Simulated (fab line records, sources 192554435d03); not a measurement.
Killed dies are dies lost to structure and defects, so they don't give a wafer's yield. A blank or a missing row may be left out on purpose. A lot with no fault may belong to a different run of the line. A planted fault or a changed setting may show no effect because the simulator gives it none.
fab line records -- flow n5Finfet
record: lots: 9, wafers: 27, lastDay: 17
route steps=1938 shown BEOL_M0_SAQP@673 BEOL_M0_CUTY@701 BEOL_M4@1111
lots with no fault: from the same line, run without faults
startH: hours from the record's first day to the start of the lot's first wafer shown -- waitH: time in hours since the lot's previous step -- " same as the row above -- L1.1+2: a single row standing in for several wafers -- - value missing, or start not given -- * or withheld: withheld -- < > ~ a bound
route shown NAME@n: names a module that has steps shown in the file, with the first one's number in the route -- usual: the fault-free wafers' mean and standard deviation -- same: alike in all rows -- chamber/n: place in a boat -- sites: per-site readings -- _std_site: how widely they spread, as a standard deviation -- _edge_site: inner sites' mean taken away from outer sites' mean -- radiusMm: for every site, how far away it sits from the centre of the wafer -- mask NAME#n: copy n -- behind: the tool/chamber that last shaped the wafer -- hold: the reason the lot was held/the length of the hold in hours/how it ended -- device: transistor that didn't switch, given as n, p or np -- end of line: the route-end tests of the same wafers -- where a step has no rows: the recipe by itself -- killed: dies that structure and defects cost at the first sort, which is not the same as the wafer's yield -- map: a wafer's dies, x killed, . not, _ none there
set.NAME: the run value of the setting; set.NAME@STEP: its run value at that earlier step -- model.NAME: the simulator's own value behind a step, which no gauge read
steps of the route over a sample of lots; a table a step, a row a wafer
services: from which hour (startH, from the record's first day; less than 0 if before it) a tool's chamber was out of use, for how many hours, and why
== steps ==
step: N5_BEOL_M0_SAQP_ETCH_107
recipe: chemistry: CH3F/O2, target: SiNx, targetDepthA: 300, maskMaterial: SOC, pressureMtorr: 30, sourceW: 395, biasW: 73, Ar_flow_sccm: 150, CH3F_flow_sccm: 30, O2_flow_sccm: 20, ionEnergyEv: 120
usual: O2_flow_sccm: 20.01/0.055, biasW: 73.03/0.22, drypumpMotorCurrentA: 5.9/0.49, oesProductAu: 0.78/0.089, rfVppV: 296/7.4, showerheadPlenumPTorr: 2.04/0.054, throttleValvePct: 16.32/0.18
lot.wafer,tool,chamber,startH,waitH,O2_flow_sccm,biasW,drypumpMotorCurrentA,oesProductAu,rfHoursCounterH,rfVppV,showerheadPlenumPTorr,throttleValvePct
L554.1,rieDiel-01,2,118.20,0.0,20.08,72.94,5.7,0.73,177,312,2.07,16.07
L554.4,rieDiel-01,3,118.20,0.0,19.88,72.90,6.3,0.75,166,299,1.99,16.30
L554.6,rieDiel-01,0,118.20,0.0,20.00,72.97,5.8,0.98,-,298,2.04,16.24
L556.2,rieDiel-03,0,130.55,0.0,20.01,72.99,6.8,0.77,106,291,2.03,16.42
L556.3,rieDiel-03,1,130.55,0.0,20.01,72.94,6.1,0.74,155,293,2.10,16.51
L556.5,rieDiel-03,3,130.55,0.0,20.03,72.61,5.9,0.73,-,306,2.07,16.45
L558.3,rieDiel-01,3,139.48,0.0,20.05,72.81,6.3,0.74,174,298,1.99,16.33
L558.4,rieDiel-01,1,139.48,0.0,20.05,72.79,5.9,0.89,35,306,2.13,16.19
L558.5,rieDiel-01,3,139.48,0.0,20.04,72.80,6.3,0.74,-,298,1.99,16.32
L561.1,rieDiel-01,0,157.46,0.0,20.09,73.28,5.8,0.93,18,297,2.04,16.26
L561.4,rieDiel-01,3,157.46,0.0,19.97,73.17,6.3,0.74,180,298,1.99,16.34
L561.5,rieDiel-01,0,157.46,0.0,20.00,73.22,5.8,0.93,-,297,2.04,16.26
L567.3,rieDiel-01,3,202.60,0.0,20.01,72.80,6.3,0.73,193,297,1.98,16.37
L567.4,rieDiel-01,2,202.60,0.0,19.93,73.07,5.7,0.71,202,313,2.07,16.11
L567.5,rieDiel-01,1,202.60,0.0,20.01,72.99,5.9,0.87,-,305,2.12,16.19
L568.1,rieDiel-01,3,206.70,0.0,20.04,72.76,6.3,0.72,194,299,1.98,16.35
L568.2,rieDiel-01,0,206.70,0.0,19.92,73.58,5.8,0.91,31,297,2.03,16.28
L568.6,rieDiel-01,0,206.70,0.0,19.94,73.22,5.8,0.90,-,297,2.03,16.31
L569.1,rieDiel-01,1,212.10,0.0,20.02,72.93,5.9,0.86,56,306,2.12,16.20
L569.4,rieDiel-01,2,212.10,0.0,20.00,73.05,5.7,0.71,-,313,2.06,16.13
L569.5,rieDiel-01,1,212.10,0.0,19.94,72.99,5.9,0.86,-,305,2.12,16.22
L573.1,rieDiel-03,0,235.29,0.0,19.97,73.05,6.7,0.74,136,291,2.02,16.49
L573.4,rieDiel-03,1,235.29,0.0,19.99,73.23,6.1,0.72,184,294,2.09,16.59
L573.5,rieDiel-03,0,235.29,0.0,19.95,73.03,6.7,0.74,-,291,2.02,16.49
L574.1,rieDiel-02,3,240.47,0.0,20.09,72.78,5.6,0.92,20,287,2.14,16.05
L574.4,rieDiel-02,1,240.47,0.0,20.03,73.10,5.8,0.74,174,298,1.99,16.15
L574.6,rieDiel-02,1,240.47,0.0,20.01,73.04,5.7,0.73,-,295,1.99,16.14
step: N5_BEOL_M0_SAQP_RECESS_109
recipe: chemistry: HF/NH3, target: SiO2, targetDepthA: 30, afsCycles: 1, tempC: 30, sublimationTempC: 180, sublimationTimeS: 60
usual: drypumpMotorCurrentA: 5.94/0.14
lot.wafer,tool,chamber,startH,waitH,drypumpMotorCurrentA
L554.1,vaporEtch-01,0,118.30,0.0,5.90
L554.4,vaporEtch-01,1,118.30,0.0,6.16
L554.6,vaporEtch-01,1,118.30,0.0,6.12
L556.2,vaporEtch-01,0,130.65,0.0,5.92
L556.3,vaporEtch-01,0,130.65,0.0,5.91
L556.5,vaporEtch-01,1,130.65,0.0,6.14
L558.3,vaporEtch-02,1,139.62,0.1,5.99
L558.4,vaporEtch-02,0,139.62,0.1,5.76
L558.5,vaporEtch-02,0,139.62,0.1,5.76
L561.1,vaporEtch-01,1,157.56,0.0,6.16
L561.4,vaporEtch-01,0,157.56,0.0,5.91
L561.5,vaporEtch-01,0,157.56,0.0,5.90
L567.3,vaporEtch-01,0,202.74,0.1,5.93
L567.4,vaporEtch-01,1,202.74,0.1,6.15
L567.5,vaporEtch-01,0,202.74,0.1,5.92
L568.1,vaporEtch-02,1,206.80,0.0,5.98
L568.2,vaporEtch-02,0,206.80,0.0,5.75
L568.6,vaporEtch-02,1,206.80,0.0,5.99
L569.1,vaporEtch-02,1,212.20,0.0,5.96
L569.4,vaporEtch-02,0,212.20,0.0,5.75
L569.5,vaporEtch-02,0,212.20,0.0,5.78
L573.1,vaporEtch-02,1,235.39,0.0,5.97
L573.4,vaporEtch-02,1,235.39,0.0,5.96
L573.5,vaporEtch-02,0,235.39,0.0,5.76
L574.1,vaporEtch-02,1,240.57,0.0,5.97
L574.4,vaporEtch-02,0,240.57,0.0,5.78
L574.6,vaporEtch-02,0,240.57,0.0,5.76
step: N5_BEOL_M0_CUTY_COAT_50
recipe: resist: SiARC, tempC: 220, timeS: 60, spinRpm: 1500, resistThkNm: 15
usual: resistLineTempC: 23.01/0.11, spinSpeedRpm: 1500.1/0.93
same: timeS: 60
lot.wafer,tool,chamber,startH,waitH,resistLineTempC,spinSpeedRpm
L554.1,lithoTrack-05,0,121.40,0.0,22.99,1500.8
L554.4,lithoTrack-05,0,121.40,0.0,23.02,1500.2
L554.6,lithoTrack-05,0,121.40,0.0,23.09,1500.5
L556.2,lithoTrack-02,0,132.92,0.0,23.05,1501.8
L556.3,lithoTrack-02,0,132.92,0.0,22.89,1500.7
L556.5,lithoTrack-02,0,132.92,0.0,22.98,1499.6
L558.3,lithoTrack-04,0,141.86,0.0,23.10,1502.3
L558.4,lithoTrack-04,0,141.86,0.0,22.94,1500.3
L558.5,lithoTrack-04,0,141.86,0.0,22.85,1500.5
L561.1,lithoTrack-05,0,159.85,0.0,22.98,1499.9
L561.4,lithoTrack-05,0,159.85,0.0,23.12,1500.3
L561.5,lithoTrack-05,0,159.85,0.0,23.08,1499.7
L567.3,lithoTrack-04,0,205.43,0.0,22.94,1501.3
L567.4,lithoTrack-04,0,205.43,0.0,22.91,1500.6
L567.5,lithoTrack-04,0,205.43,0.0,23.02,1501.4
L568.1,lithoTrack-05,0,209.21,0.0,23.20,1646.3
L568.2,lithoTrack-05,0,209.21,0.0,23.14,1647.4
L568.6,lithoTrack-05,0,209.21,0.0,23.11,1647.1
L569.1,lithoTrack-05,0,214.57,0.0,23.05,1646.4
L569.4,lithoTrack-05,0,214.57,0.0,23.01,1646.5
L569.5,lithoTrack-05,0,214.57,0.0,23.01,1647.6
L573.1,lithoTrack-04,0,238.59,0.0,23.12,1499.5
L573.4,lithoTrack-04,0,238.59,0.0,23.08,1500.4
L573.5,lithoTrack-04,0,238.59,0.0,23.05,1498.7
L574.1,lithoTrack-02,0,244.40,0.0,23.06,1499.3
L574.4,lithoTrack-02,0,244.40,0.0,22.95,1500.2
L574.6,lithoTrack-02,0,244.40,0.0,23.09,1500.6
step: N5_BEOL_M0_CUTY_ETCH_62
recipe: chemistry: CF4, target: SiARC, maskMaterial: CAR-ArF-block, timeS: 58.5, ionEnergyEv: 80, pressureMtorr: 40, sourceW: 545, biasW: 36, Ar_flow_sccm: 100, cf4FlowSccm: 100, ends: cleared
usual: biasW: 35.99/0.11, drypumpMotorCurrentA: 5.5/0.5, etchRfOnTimeS: 58.6/1.6, oesProductAu: 0.67/0.068, rfVppV: 184.1/1.4, showerheadPlenumPTorr: 2.14/0.082, throttleValvePct: 15.65/0.21
lot.wafer,tool,chamber,startH,waitH,biasW,drypumpMotorCurrentA,etchRfOnTimeS,oesProductAu,rfHoursCounterH,rfVppV,showerheadPlenumPTorr,throttleValvePct
L554.1,rieDiel-05,3,121.87,0.0,36.12,6.4,60.3,0.59,216,183.4,2.04,15.69
L554.4,rieDiel-05,2,121.87,0.0,35.92,5.3,61.0,0.75,30,185.2,2.25,15.26
L554.6,rieDiel-05,3,121.87,0.0,36.14,6.4,60.6,0.59,-,181.9,2.04,15.71
L556.2,rieDiel-05,3,133.40,0.0,36.02,6.4,59.6,0.59,219,183.5,2.04,15.70
L556.3,rieDiel-05,0,133.40,0.0,36.05,5.9,56.6,0.67,106,186.6,2.26,15.92
L556.5,rieDiel-05,3,133.40,0.0,36.02,6.4,60.3,0.59,-,182.1,2.04,15.74
L558.3,rieDiel-06,2,142.48,0.0,36.06,5.3,58.4,0.64,169,186.3,2.12,15.76
L558.4,rieDiel-06,0,142.48,0.0,35.98,4.8,58.8,0.65,-,182.8,2.07,15.60
L558.5,rieDiel-06,3,142.48,0.0,35.99,4.9,58.9,0.58,-,183.0,2.02,15.90
L561.1,rieDiel-04,0,160.20,0.0,36.03,5.7,61.3,0.59,209,186.2,2.20,15.62
L561.4,rieDiel-04,1,160.20,0.0,35.89,5.9,58.8,0.64,174,182.6,2.04,15.45
L561.5,rieDiel-04,3,160.20,0.0,35.94,5.1,57.7,0.66,-,183.6,2.15,15.73
L567.3,rieDiel-05,3,205.77,0.0,36.05,6.4,61.0,0.57,243,181.7,2.03,15.76
L567.4,rieDiel-05,0,205.77,0.0,35.86,5.8,56.4,0.65,132,185.8,2.25,15.96
L567.5,rieDiel-05,0,205.77,0.0,35.85,5.9,56.8,0.64,-,183.7,2.25,15.97
L568.1,rieDiel-06,2,209.68,0.0,35.75,5.3,57.4,0.62,195,184.7,2.12,15.81
L568.2,rieDiel-06,0,209.68,0.0,36.07,4.8,59.0,0.63,168,183.5,2.06,15.66
L568.6,rieDiel-06,2,209.68,0.0,35.86,5.3,57.1,0.62,-,182.7,2.12,15.81
L569.1,rieDiel-06,0,215.04,0.0,36.03,4.8,58.7,0.64,170,182.2,2.06,15.69
L569.4,rieDiel-06,2,215.04,0.0,36.18,5.3,57.3,0.62,197,183.1,2.11,15.81
L569.5,rieDiel-06,2,215.04,0.0,36.04,5.3,57.2,0.62,-,184.8,2.12,15.81
L573.1,rieDiel-04,0,239.06,0.0,35.93,5.8,61.4,0.57,233,184.5,2.19,15.68
L573.4,rieDiel-04,2,239.06,0.0,36.04,6.3,57.6,0.71,78,182.8,2.09,15.79
L573.5,rieDiel-04,2,239.06,0.0,36.00,6.3,57.1,0.71,-,182.7,2.09,15.80
L574.1,rieDiel-05,2,244.87,0.0,35.95,5.4,60.9,0.70,76,186.2,2.23,15.35
L574.4,rieDiel-05,1,244.87,0.0,36.06,5.1,59.0,0.73,-,182.6,2.10,15.52
L574.6,rieDiel-05,0,244.87,0.0,36.22,5.9,56.7,0.64,-,186.3,2.25,16.00
step: N5_BEOL_M4_RC_MEAS_101
usual: DIBL_N: 36.2/1.7, DIBL_P: 36.6/1.9, IOFF_N: 0.16/0.032, IOFF_P: 0.21/0.037, ION_N: 675/12, ION_P: 460/8.1, SS_N: 71.4/0.58, SS_P: 73.4/0.64, VT_N: 249/3.2, VT_P: -252/3.4
lot.wafer,tool,chamber,startH,waitH,DIBL_N[mV/V],DIBL_P[mV/V],IOFF_N[nA/um],IOFF_P[nA/um],ION_N[uA/um],ION_P[uA/um],SS_N[mV/dec],SS_P[mV/dec],VT_N[mV],VT_P[mV]
L554.1,prober-02,0,169.36,0.0,36.7,37.2,0.17,0.23,665,465,71.8,73.2,250,-248
L554.4,prober-02,0,169.36,0.0,36.4,37.7,0.16,0.23,687,468,72.2,73.8,250,-247
L554.6,prober-02,0,169.36,0.0,33.9,34.4,0.13,0.18,668,465,71.1,72.9,252,-250
L556.2,prober-02,0,183.29,0.2,38.1,38.5,0.19,0.23,682,462,72.5,73.5,248,-250
L556.3,prober-02,0,183.29,0.2,34.9,35.8,0.14,0.19,657,450,71.9,72.8,253,-253
L556.5,prober-02,0,183.29,0.2,36.7,37.3,0.17,0.21,676,462,71.4,73.5,250,-253
L558.3,prober-02,0,194.52,0.3,37.4,38.4,0.18,0.23,679,467,71.6,74.6,249,-246
L558.4,prober-02,0,194.52,0.3,34.8,34.5,0.13,0.16,674,461,70.8,73.0,251,-251
L558.5,prober-02,0,194.52,0.3,35.5,35.5,0.15,0.18,671,458,70.8,73.6,251,-253
L561.1,prober-01,0,203.10,0.0,39.4,39.6,0.27,0.30,700,471,72.8,74.4,242,-245
L561.4,prober-01,0,203.10,0.0,39.1,39.7,0.25,0.30,697,473,71.7,74.9,241,-244
L561.5,prober-01,0,203.10,0.0,38.0,38.2,0.23,0.27,697,471,71.8,73.8,242,-250
L567.3,prober-02,0,247.01,0.3,38.6,41.4,0.21,0.26,679,467,72.2,74.4,246,-249
L567.4,prober-02,0,247.01,0.3,34.5,36.3,0.13,0.18,668,460,71.0,72.3,253,-252
L567.5,prober-02,0,247.01,0.3,37.6,40.2,0.18,0.23,681,464,71.9,73.9,247,-254
L568.1,prober-01,0,249.09,0.0,35.3,37.0,0.17,0.18,685,454,71.2,73.0,249,-258
L568.2,prober-01,0,249.09,0.0,33.8,34.9,0.14,0.15,671,444,71.3,73.1,250,-260
L568.6,prober-01,0,249.09,0.0,33.4,34.9,0.13,0.15,654,442,70.9,72.6,250,-259
L569.1,prober-01,0,265.51,0.0,35.6,36.4,0.15,0.20,665,455,71.0,73.4,251,-249
L569.4,prober-01,0,265.51,0.0,37.8,38.3,0.20,0.23,670,455,72.0,73.8,246,-251
L569.5,prober-01,0,265.51,0.0,35.9,36.5,0.15,0.21,678,462,71.7,73.6,251,-252
L573.1,prober-02,0,286.74,0.0,36.8,36.1,0.13,0.19,656,448,71.4,72.4,253,-255
L573.4,prober-02,0,286.74,0.0,36.7,35.8,0.15,0.18,683,457,71.7,72.7,252,-256
L573.5,prober-02,0,286.74,0.0,37.9,37.3,0.15,0.20,671,461,71.1,73.7,250,-252
L574.1,prober-02,0,290.30,0.0,36.0,35.2,0.16,0.22,677,469,70.8,73.1,249,-249
L574.4,prober-02,0,290.30,0.0,37.7,37.2,0.18,0.24,697,471,71.9,73.8,247,-246
L574.6,prober-02,0,290.30,0.0,37.8,37.0,0.19,0.25,692,472,71.6,73.7,248,-247
== services ==
tool,chamber,startH,hours,kind
rieDiel-01,-,94.95,0.5,repair
rieDiel-02,-,105.28,14.6,pm
vaporEtch-02,-,115.79,2.8,pm
rieDiel-03,2,116.00,-,clean
rieDiel-06,3,149.23,-,clean
rieDiel-06,3,149.23,-,consumableReplace:focusRing
rieDiel-06,3,149.23,-,consumableReplace:showerhead
rieDiel-04,-,164.74,4.3,pm
rieDiel-03,-,172.67,0.3,repair
rieDiel-03,1,193.13,8.5,repair
rieDiel-04,-,212.56,0.5,repair
rieDiel-05,0,213.29,4.7,repair
lithoTrack-05,-,214.93,-,consumableReplace:filter
rieDiel-06,-,216.71,2.8,pm
rieDiel-04,0,224.29,7.6,repair
vaporEtch-02,-,224.36,0.1,repair
rieDiel-05,3,226.40,-,clean
rieDiel-05,3,226.40,-,consumableReplace:focusRing
rieDiel-05,3,226.40,-,consumableReplace:showerhead
rieDiel-05,3,226.40,20.0,scheduledDown
rieDiel-05,3,226.40,20.0,ventCycle
rieDiel-04,-,228.63,2.8,pm
rieDiel-03,-,236.51,0.3,repair
rieDiel-02,2,244.08,21.0,repair
== key ==
firstSign: step: N5_BEOL_M0_CUTY_COAT_50, reading: spinSpeedRpm, direction: up, sigmas: 99+, usual: *, struck: *
effect none on later readings
metAt N5_BEOL_M0_CUTY_COAT_50
struckLots L568,L569
notActingAt N5_BEOL_M0_SAQP_ETCH_107,N5_BEOL_M0_SAQP_RECESS_109,N5_BEOL_M0_CUTY_ETCH_62
onsetBetween 159.85 209.21
fault: kind: processParameterDrift, tool: lithoTrack-05, chamber: -, onsetH: 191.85, steps: N5_BEOL_M0_CUTY_COAT_50, channel: spinRpm, offset: *, shape: step, endH: 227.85, actsIn: *, stated: *
